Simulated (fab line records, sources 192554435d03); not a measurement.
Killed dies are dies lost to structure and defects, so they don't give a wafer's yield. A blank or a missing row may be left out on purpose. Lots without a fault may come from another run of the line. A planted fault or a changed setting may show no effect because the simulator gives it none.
Which tool did it? | flow n5_finfet | 9 lots, 27 wafers sampled, at 3 steps of a route of 1938

WHAT THE GAUGES READ, wafer by wafer
N5_SD_ACTIVATION_RS_MEAS_03: measures by four-point-probe.
lot  | measured    | on            | RS_SD_N (ohm/sq)
L267 | day 3 15:39 | film_metro-01 | 21.7 21.5 21.5
L269 | day 3 23:55 | film_metro-02 | 21.8 21.8 21.7
L272 | day 4 16:23 | film_metro-02 | 22.1 21.7 22.0
L279 | day 6 09:32 | film_metro-02 | 22.1 22.5 22.1
L281 | day 6 23:07 | film_metro-01 | 20.6 20.8 20.7
L282 | day 7 03:54 | film_metro-01 | 20.4 20.6 20.8
L284 | day 7 15:24 | film_metro-01 | 22.2 21.8 21.8
L286 | day 8 02:16 | film_metro-01 | 21.9 21.6 22.1
L288 | day 9 00:27 | film_metro-02 | 21.7 22.1 22.3

WHICH TOOL RAN EACH LOT (tool, then ch and the chambers of the sampled wafers, then the start)
lot  | N5_SD_EPI_N_EPI_21             | N5_SD_EPI_P_DESCUM_14
L267 | epi_rpcvd-02 ch 0, day 3 08:03 | rie_diel-03 ch 0,1,3, day 3 10:32
L269 | epi_rpcvd-02 ch 0, day 3 16:43 | rie_diel-03 ch 0,1,2, day 3 19:40
L272 | epi_rpcvd-03 ch 0, day 4 09:02 | rie_diel-06 ch 0,1, day 4 12:14
L279 | epi_rpcvd-03 ch 0, day 6 02:35 | rie_diel-03 ch 0,1, day 6 05:20
L281 | epi_rpcvd-03 ch 0, day 6 16:25 | rie_diel-04 ch 0,1,3, day 6 18:56
L282 | epi_rpcvd-03 ch 0, day 6 20:49 | rie_diel-03 ch 0,1,3, day 6 23:43
L284 | epi_rpcvd-02 ch 0, day 7 08:26 | rie_diel-03 ch 1,3, day 7 10:56
L286 | epi_rpcvd-02 ch 0, day 7 19:20 | rie_diel-06 ch 1,2,3, day 7 22:01
L288 | epi_rpcvd-02 ch 0, day 8 12:01 | rie_diel-06 ch 0,1, day 8 15:32
- N5_SD_EPI_N_EPI_21: deposits Si:P, time 690 s.
- N5_SD_EPI_P_DESCUM_14: chemistry O2, time 7.9 s.

THE ANSWER, worked out from the rows above alone
Rule: what is usual is taken from the lots themselves. Put in order of their means at a reading, lots are off if they are a third of the lots or fewer, leave a main group of 4 or more, and stand apart from it by a gap of 3 or more times the standard deviation of the main group's means; of several such gaps the widest counts. A main group whose means are all the same, to the digits that the tables above print for the reading, isn't used. A lot without any number at a reading at which 4 lots or more have one is off too. The other lots that the step has rows for count as sound.
Off: L281, L282, at N5_SD_ACTIVATION_RS_MEAS_03 (RS_SD_N). The main group: mean 21.9 ohm/sq, standard deviation 0.19.
A tool fits if, at a process step before that reading, it ran every lot that is off, and no sound lot after the first of them. The gauges at N5_SD_ACTIVATION_RS_MEAS_03 are tried like those tools. One fits: epi_rpcvd-03 at N5_SD_EPI_N_EPI_21. Its last sound lot is L279 (day 6 02:35), its first lot that is off L281 (day 6 16:25): a fault that began between those two fits.

WHAT THE SIMULATOR HAD PUT IN
Process parameter drift: epi_rpcvd-03, from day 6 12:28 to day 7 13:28, at N5_SD_EPI_N_EPI_21. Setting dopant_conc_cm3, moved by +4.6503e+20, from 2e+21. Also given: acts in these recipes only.
Lots struck among those shown: L281, L282. The rule above found the same.
